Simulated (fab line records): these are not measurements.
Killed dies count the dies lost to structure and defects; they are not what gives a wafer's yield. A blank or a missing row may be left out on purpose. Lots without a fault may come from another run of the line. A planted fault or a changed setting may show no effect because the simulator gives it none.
Which tool was responsible? || flow nand harc || Sampling: 7 lots, 19 wafers, 5 of 1159 route steps

## WHAT THE GAUGES SHOWED, per wafer
NHARC_END_SORT_01.
{"lot": "L127", "measured": "day 22 05:19", "on": "prober-01", "killed at array": 330}

## WHICH TOOL RAN EACH LOT (tool, then ch and the chambers of the sampled wafers, then the start)
{"lot": "L119", "NHARC_A_CONTACT_DEP_24": "pecvd-02 ch 0,1,2, day 16 07:40", "NHARC_A_CONTACT_DEP_29": "pecvd-04 ch 0,1,2, day 16 10:44", "NHARC_A_CONTACT_ETCH_50": "rie diel-10 ch 0,1,3, day 16 12:03", "NHARC_A_CONTACT_ETCH_118": "har cap etch-03 ch 0,1, day 16 13:47"}
{"lot": "L122", "NHARC_A_CONTACT_DEP_24": "pecvd-02 ch 0,1, day 16 19:16", "NHARC_A_CONTACT_DEP_29": "pecvd-03 ch 1,2, day 16 22:39", "NHARC_A_CONTACT_ETCH_50": "rie diel-03 ch 0,2,3, day 17 01:34", "NHARC_A_CONTACT_ETCH_118": "har cap etch-02 ch 0,1, day 17 03:14"}
{"lot": "L123", "NHARC_A_CONTACT_DEP_24": "pecvd-03 ch 0,2, day 17 13:35", "NHARC_A_CONTACT_DEP_29": "pecvd-02 ch 0,2, day 17 17:56", "NHARC_A_CONTACT_ETCH_50": "rie diel-03 ch 0,1, day 17 19:15", "NHARC_A_CONTACT_ETCH_118": "har cap etch-02 ch 0,1, day 17 20:46"}
{"lot": "L125", "NHARC_A_CONTACT_DEP_24": "pecvd-02 ch 0,1,2, day 18 05:01", "NHARC_A_CONTACT_DEP_29": "pecvd-02 ch 0,2, day 18 08:02", "NHARC_A_CONTACT_ETCH_50": "rie diel-10 ch 0,1,2, day 18 09:37", "NHARC_A_CONTACT_ETCH_118": "har cap etch-03 ch 0,1, day 18 11:07"}
{"lot": "L127", "NHARC_A_CONTACT_DEP_24": "pecvd-02 ch 1, day 19 00:55", "NHARC_A_CONTACT_DEP_29": "pecvd-04 ch 2, day 19 04:00", "NHARC_A_CONTACT_ETCH_50": "rie diel-10 ch 3, day 19 05:23", "NHARC_A_CONTACT_ETCH_118": "har cap etch-03 ch 1, day 19 06:53"}
{"lot": "L140", "NHARC_A_CONTACT_DEP_24": "pecvd-03 ch 0,2, day 21 22:25", "NHARC_A_CONTACT_DEP_29": "pecvd-03 ch 0,2, day 22 01:11", "NHARC_A_CONTACT_ETCH_50": "rie diel-12 ch 0,2, day 22 02:29", "NHARC_A_CONTACT_ETCH_118": "har cap etch-01 ch 0,1, day 22 04:03"}
{"lot": "L141", "NHARC_A_CONTACT_DEP_24": "pecvd-03 ch 0,1, day 22 02:33", "NHARC_A_CONTACT_DEP_29": "pecvd-02 ch 0,2, day 22 06:08", "NHARC_A_CONTACT_ETCH_50": "rie diel-10 ch 1,2,3, day 22 07:29", "NHARC_A_CONTACT_ETCH_118": "har cap etch-02 ch 0,1, day 22 08:59"}
- NHARC_A_CONTACT_DEP_24: deposits SiO2, target thk 500 nm.
- NHARC_A_CONTACT_DEP_29: deposits SiON, target thk 70 nm.
- NHARC_A_CONTACT_ETCH_50: etches the open film in CF4/CHF3, target depth 84.7 nm, time 42.4 s.
- NHARC_A_CONTACT_ETCH_118: etches the open film in C4F8/O2/Ar, time 94 s, target depth 922 nm.

## THE ANSWER, worked out from the rows above alone
Rule: usual is defined by the lots themselves. Put in order of their means at a reading, lots are off if they are a third of the lots or fewer, leave a main group of 4 or more, and stand apart from it by a gap of 3 or more times the standard deviation of the main group's means; of several such gaps the widest counts. A main group whose means are all the same, to the digits that the tables above print for the reading, isn't used. A lot without any number at a reading at which 4 lots or more have one is off too. All remaining lots with rows at the step are treated as sound.
No lot is off on any of the readings shown, so nothing can be concluded from this.

## WHAT THE SIMULATOR HAD PUT IN
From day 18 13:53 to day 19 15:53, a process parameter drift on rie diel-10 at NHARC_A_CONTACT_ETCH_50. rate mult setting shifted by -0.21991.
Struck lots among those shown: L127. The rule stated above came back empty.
